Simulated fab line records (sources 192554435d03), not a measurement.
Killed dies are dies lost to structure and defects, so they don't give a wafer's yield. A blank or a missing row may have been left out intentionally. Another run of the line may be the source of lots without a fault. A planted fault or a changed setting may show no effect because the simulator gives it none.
Chamber matching :: flow n5Finfet :: N5_FIN_SAQP_ETCH_64 on rieSi-04: 4 sister chambers
The step etches SiO2 in CF4, target depth 1.5 nm. 8 wafers are shown with their chamber, then 10 later ones without.

## WAFERS PAIRED WITH THEIR CHAMBERS
wafer: L080.5
chamber: 2
throttleValvePct (%): 21.54
drypumpMotorCurrentA (A): 5.6

wafer: L081.3
chamber: 1
throttleValvePct (%): 21.32
drypumpMotorCurrentA (A): 6.3

wafer: L082.1
chamber: 1
throttleValvePct (%): 21.32
drypumpMotorCurrentA (A): 6.3

wafer: L082.4
chamber: 3
throttleValvePct (%): 21.56
drypumpMotorCurrentA (A): 5.1

wafer: L083.1
chamber: 2
throttleValvePct (%): 21.54
drypumpMotorCurrentA (A): 5.5

wafer: L083.5
chamber: 0
throttleValvePct (%): 21.89
drypumpMotorCurrentA (A): 5.3

wafer: L084.3
chamber: 3
throttleValvePct (%): 21.54
drypumpMotorCurrentA (A): 5.1

wafer: L084.4
chamber: 0
throttleValvePct (%): 21.89
drypumpMotorCurrentA (A): 5.3

## WAFERS WITHOUT THEIR CHAMBER
wafer: L084.6
throttleValvePct (%): 21.33
drypumpMotorCurrentA (A): 6.3

wafer: L085.3
throttleValvePct (%): 21.31
drypumpMotorCurrentA (A): 6.3

wafer: L085.5
throttleValvePct (%): 21.91
drypumpMotorCurrentA (A): 5.2

wafer: L085.6
throttleValvePct (%): 21.57
drypumpMotorCurrentA (A): 5.1

wafer: L094.3
throttleValvePct (%): 21.32
drypumpMotorCurrentA (A): 6.3

wafer: L094.5
throttleValvePct (%): 21.55
drypumpMotorCurrentA (A): 5.6

wafer: L094.6
throttleValvePct (%): 21.33
drypumpMotorCurrentA (A): 6.3

wafer: L096.1
throttleValvePct (%): 21.89
drypumpMotorCurrentA (A): 5.3

wafer: L096.4
throttleValvePct (%): 21.56
drypumpMotorCurrentA (A): 5.1

wafer: L096.5
throttleValvePct (%): 21.90
drypumpMotorCurrentA (A): 5.3

## CHAMBER TAKEN BY EACH
wafer: L084.6
from the rows above: 1
in truth: 1

wafer: L085.3
from the rows above: 1
in truth: 1

wafer: L085.5
from the rows above: 0
in truth: 0

wafer: L085.6
from the rows above: 3
in truth: 3

wafer: L094.3
from the rows above: 1
in truth: 1

wafer: L094.5
from the rows above: 2
in truth: 2

wafer: L094.6
from the rows above: 1
in truth: 1

wafer: L096.1
from the rows above: 0
in truth: 0

wafer: L096.4
from the rows above: 3
in truth: 3

wafer: L096.5
from the rows above: 0
in truth: 0
Correct placement for 10 of the 10. Not placeable from these rows: 0. Placed wrongly: 0.
How it was worked out, from the rows above alone: a wafer's distance from a chamber is the root of the sum, over the readings, of the square of ((its reading less the chamber's mean) divided by the reading's scatter). If the next closest chamber is less than 2 further off than the closest, the wafer can't be placed; otherwise it belongs to the closest. Each chamber's mean is taken over the wafers shown for it. The scatter is the square root of a quotient: the sum, over the shown wafers, of each reading's squared deviation from its chamber's mean, divided by wafers minus chambers.
